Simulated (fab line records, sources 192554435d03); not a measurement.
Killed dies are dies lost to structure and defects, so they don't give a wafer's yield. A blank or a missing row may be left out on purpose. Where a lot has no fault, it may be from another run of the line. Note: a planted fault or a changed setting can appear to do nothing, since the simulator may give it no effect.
Matching of chambers	flow n5 finfet	N5_MOL_CONTACT_COAG_CO_FILL_22 on cvd co-02 has 3 sister chambers
The step material Co, precursor CCTBA/H2, target thk 20 nm. 3 wafers are shown with their chamber, then 7 later ones without.

## EACH WAFER AND ITS CHAMBER
wafer	chamber	heater power w (W)
L735.6	1	230
L746.1	2	209
L746.3	0	242

## WAFERS WITHOUT THEIR CHAMBER
wafer	heater power w (W)
L746.5	208
L752.2	205
L752.3	240
L752.4	241
L753.1	237
L753.4	210
L753.6	234

## THE CHAMBER EACH PASSED THROUGH
wafer	from the rows above	in truth
L746.5	2	2
L752.2	2	2
L752.3	0	0
L752.4	0	0
L753.1	can't be placed: 0 or 1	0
L753.4	2	2
L753.6	can't be placed: 1 or 0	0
Placed correctly: 5 of 7. Can't be placed from these rows: 2 (the true chamber is among the candidates in 2). Number placed wrongly: 0.
How it was worked out, from the rows above alone: a wafer's distance from a chamber is the root of the sum, over the readings, of the square of ((its reading less the chamber's mean) divided by the reading's scatter). The wafer belongs to the nearest chamber; if the next one is less than 2 further off, it can't be placed. A chamber's mean is the mean of its shown wafers. The scatter (one wafer shown for each chamber): square how far every hidden wafer sits from the nearest shown wafer, average those squares and take the square root.
